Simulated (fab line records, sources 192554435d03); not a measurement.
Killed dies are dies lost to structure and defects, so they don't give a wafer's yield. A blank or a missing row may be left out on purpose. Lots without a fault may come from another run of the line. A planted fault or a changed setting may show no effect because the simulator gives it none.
A struck lot beside a sound one | flow n5_finfet | 22 steps out of a route of 1938
Sound: wafers L953.1, L953.3, L953.4. Struck: wafers L966.2, L966.3, L966.5. The cause comes at the end.
At each step with rows: each side's tool, then ch and its chambers, then its first start. Under that, the readings that differ: sound wafers | struck wafers | difference of the means | sigmas: that difference in standard deviations of wafers without a fault.
alike: readings whose means differ by less than 2 such deviations, and words and numbers that are the same on both sides. not compared: withheld readings, readings that some wafer has no value for, bounds like >300 that may hide the same value, and numbers for which the record gives no deviation and whose values overlap.
The two part at a step that has a row with sigmas, a row that says differs or no value, or rows on one side only. Numbers that don't overlap but have no deviation are shown without sigmas and don't part them. A reading that every wafer of one side lacks parts them only if that side has two wafers or more.

first, 9 steps without rows for these wafers: N5_MOL_CONTACT_COAG_CMP_23 (polishes, stops on SiO2, t overpolish 1.5 s, target thk 0 nm); N5_MOL_CONTACT_COAG_WET_ETCH_26 (target Co, target depth 13 nm); N5_MOL_CONTACT_COAG_WET_ETCH_116 (etches the open film in SC1-inhibited, target depth 4.6 nm, rinse time 30 s); N5_MOL_CONTACT_COAG_ALD_27 (deposits SiOC, target thk 17 nm, pulse time 1.5 s, time 2720 s); N5_MOL_CONTACT_COAG_CMP_28 (polishes, stops on SiNx, t overpolish 0.85 s, target thk 14.522 nm); N5_MOL_CONTACT_COAG_ALD_123 (deposits SiNx, target thk 5 nm, pulse time 1 s, purge time 2 s); N5_MOL_CONTACT_COAG_PECVD_31 (deposits SiO2 from TEOS/O2, target thk 46 nm, time 8.9 s); N5_MOL_CONTACT_COAG_COAT_75 (time 60 s, resist thk 60 nm); N5_MOL_CONTACT_COAG_COAT_76 (time 60 s, resist thk 10 nm).
N5_MOL_CONTACT_COAG_COAT_77: time 60 s, resist thk 10 nm.
  sound on litho_track-01 ch 0, day 5 07:34; struck on litho_track-01 ch 0, day 8 08:19
  reading              | sound                | struck               | difference | sigmas
  spin_speed_rpm (rpm) | 1501.3 1501.1 1501.0 | 1428.9 1430.2 1429.6 | -71.6      | -78
then, 7 steps without rows for these wafers: N5_MOL_CONTACT_COAG_COAT_78 (resist thk 40 nm); N5_MOL_CONTACT_COAG_EBR_80; N5_MOL_CONTACT_COAG_SOFTBAKE_79 (time 60 s); N5_MOL_CONTACT_COAG_EXPOSE_81 (exposes mask VG, defocus 0 nm); N5_MOL_CONTACT_COAG_PEB_82 (peb time 60 s); N5_MOL_CONTACT_COAG_DEVELOP_83 (develop time 30 s); N5_MOL_CONTACT_COAG_DESCUM_88 (chemistry O2, time 7 s).
N5_MOL_CONTACT_COAG_ETCH_89: etches underlayer in N2/H2, target depth 13 nm, time 10.4 s.
  sound on rie_diel-04 ch 0,2, day 5 08:08; struck on rie_diel-01 ch 0,1, day 8 09:05
  reading                                               | sound             | struck            | difference | sigmas
  model.CAR-EUV_of_MOL_CONTACT_COAG_COAT_78.thk_nm (nm) | 24.6 24.6 24.8    | 24.4 24.4 24.4    | -0.3       |
  model.etch.depth_nm (nm)                              | 10.01 10.01 9.983 | 10.25 10.25 10.27 | +0.26      |
  alike: drypump_motor_current_A, etch_rf_on_time_s, oes_product_au, rf_vpp_V, showerhead_plenum_p_Torr, throttle_valve_pct
  not compared: rf_hours_counter_h
N5_MOL_CONTACT_COAG_ETCH_90: etches SiARC in CF4, target depth 13 nm, time 21.7 s.
  sound on rie_diel-04 ch 0,2, day 5 08:10; struck on rie_diel-01 ch 0,1, day 8 09:07
  reading                                               | sound    | struck         | difference | sigmas
  model.CAR-EUV_of_MOL_CONTACT_COAG_COAT_78.thk_nm (nm) | 17 17 17 | 16.6 16.8 16.6 | -0.3       |
  alike: drypump_motor_current_A, etch_rf_on_time_s, oes_product_au, rf_vpp_V, showerhead_plenum_p_Torr, throttle_valve_pct
  not compared: rf_hours_counter_h
then, 1 step without rows for these wafers: N5_MOL_CONTACT_COAG_ALD_131 (deposits SiO2, target thk 5 nm, pulse time 1 s, co reactant pulse time 1 s).
-- the record jumps here: 3 days lie between the struck wafers' starts before and after (it left off in module MOL_CONTACT_COAG and takes up again in module BEOL_M4, whose first step shown is number 1111 of the route) --
N5_BEOL_M4_RC_MEAS_101:
  sound on prober-02 ch 0, day 8 06:53; struck on prober-01 ch 0, day 11 16:01
  alike: DIBL_N, DIBL_P, IOFF_N, IOFF_P, ION_N, ION_P, SS_N, SS_P, VT_N, VT_P
-- the record jumps here: 4 days lie between the struck wafers' starts before and after (it left off in module BEOL_M4 and takes up again in module PASSIVATION, whose first step shown is number 1936 of the route) --
N5_PASSIVATION_PROBE_49:
  the record has rows for the struck wafers here (prober-02, day 15 17:17) and none for the sound ones

WHERE THEY PART
First at N5_MOL_CONTACT_COAG_COAT_77; last, within this record, at N5_PASSIVATION_PROBE_49.

WHY: what the simulator had put in
Process parameter drift: litho_track-01, from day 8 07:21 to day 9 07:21, at N5_MOL_CONTACT_COAG_COAT_77. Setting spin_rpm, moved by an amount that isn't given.
